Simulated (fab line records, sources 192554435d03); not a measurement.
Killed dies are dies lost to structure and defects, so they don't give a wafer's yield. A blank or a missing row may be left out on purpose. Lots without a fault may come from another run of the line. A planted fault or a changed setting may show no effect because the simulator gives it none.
A struck lot beside a sound one | flow n5_finfet | 16 steps out of a route of 1938
Sound: wafers L555.1, L555.4, L555.6. Struck: wafers L566.3, L566.4, L566.6. The cause comes at the end.
At each step with rows: each side's tool, then ch and its chambers, then its first start. Under that, the readings that differ: sound wafers | struck wafers | difference of the means | sigmas: that difference in standard deviations of wafers without a fault.
alike: readings whose means differ by less than 2 such deviations, and words and numbers that are the same on both sides. not compared: withheld readings, readings that some wafer has no value for, bounds like >300 that may hide the same value, and numbers for which the record gives no deviation and whose values overlap.
The two part at a step that has a row with sigmas, a row that says differs or no value, or rows on one side only. Numbers that don't overlap but have no deviation are shown without sigmas and don't part them. A reading that every wafer of one side lacks parts them only if that side has two wafers or more.

first, 8 steps without rows for these wafers: N5_ZERO_LAYER_HMDS_04 (time 60 s); N5_ZERO_LAYER_COAT_05 (resist thk 1000 nm); N5_ZERO_LAYER_EBR_07; N5_ZERO_LAYER_SOFTBAKE_06 (time 90 s); N5_ZERO_LAYER_EXPOSE_08 (exposes mask ZERO, defocus 0 nm, target cd 2000 nm); N5_ZERO_LAYER_PEB_09; N5_ZERO_LAYER_DEVELOP_10 (develop time 60 s); N5_ZERO_LAYER_HARDBAKE_23 (time 120 s).
N5_ZERO_LAYER_CD_MEAS_11: target cd 2000 nm.
  sound on cd_sem-01 ch 0, day 1 18:46; struck on cd_sem-01 ch 0, day 4 12:39
  alike: cd_nm
N5_ZERO_LAYER_DESCUM_16: chemistry O2, time 7.9 s.
  sound on rie_diel-06 ch 0,1,2, day 1 18:57; struck on rie_diel-05 ch 1,3, day 4 12:41
  alike: drypump_motor_current_A, oes_product_au, rf_vpp_V, showerhead_plenum_p_Torr, throttle_valve_pct
  not compared: rf_hours_counter_h
N5_ZERO_LAYER_ETCH_17: etches SiO2 in CF4, target depth 12 nm, time 13.3 s.
  sound on rie_diel-06 ch 0,1,2, day 1 18:59; struck on rie_diel-05 ch 1,3, day 4 12:43
  alike: drypump_motor_current_A, oes_product_au, rf_vpp_V, showerhead_plenum_p_Torr, throttle_valve_pct
  not compared: rf_hours_counter_h
N5_ZERO_LAYER_ETCH_18: etches Si in HBr/Cl2, target depth 120 nm, time 40 s.
  sound on rie_si-01 ch 1,3, day 1 19:03; struck on rie_si-05 ch 0,2, day 4 12:47
  alike: drypump_motor_current_A, oes_product_au, throttle_valve_pct
  not compared: rf_hours_counter_h
N5_ZERO_LAYER_STRIP_24: strips in O2.
  sound on plasma_asher-02 ch 0,1, day 1 19:10; struck on plasma_asher-02 ch 0,1, day 4 12:55
  no value came back on the struck wafers for any of 5 readings (chamber_pressure_mTorr (mTorr), drypump_motor_current_A (A) and others); on the sound wafers chamber_pressure_mTorr (mTorr) reads 1000.6 1002.2 1002.3
  reading                                      | sound | struck          | difference | sigmas
  model.coat_of_ZERO_LAYER_COAT_05.thk_nm (nm) | 0 0 0 | 930.9 929 928.2 | +929.4     |
  not compared: rf_hours_counter_h
then, 1 step without rows for these wafers: N5_ZERO_LAYER_STRIP_19 (strips in SPM, time 900 s).
-- the record jumps here: 6 days lie between the struck wafers' starts before and after (it left off in module ZERO_LAYER and takes up again in module BEOL_M4, whose first step shown is number 1111 of the route) --
N5_BEOL_M4_RC_MEAS_101:
  sound on prober-02 ch 0, day 8 01:38; struck on prober-01 ch 0, day 10 21:02
  reading       | sound          | struck         | difference | sigmas
  DIBL_N (mV/V) | 34.0 34.4 34.7 | 38.4 37.2 37.3 | +3.3       | +2
  alike: DIBL_P, IOFF_N, IOFF_P, ION_N, ION_P, SS_N, SS_P, VT_N, VT_P
then, 1 step without rows for these wafers: N5_PASSIVATION_PROBE_49.

WHERE THEY PART
First at N5_ZERO_LAYER_STRIP_24; last, within this record, at N5_BEOL_M4_RC_MEAS_101.

WHY: what the simulator had put in
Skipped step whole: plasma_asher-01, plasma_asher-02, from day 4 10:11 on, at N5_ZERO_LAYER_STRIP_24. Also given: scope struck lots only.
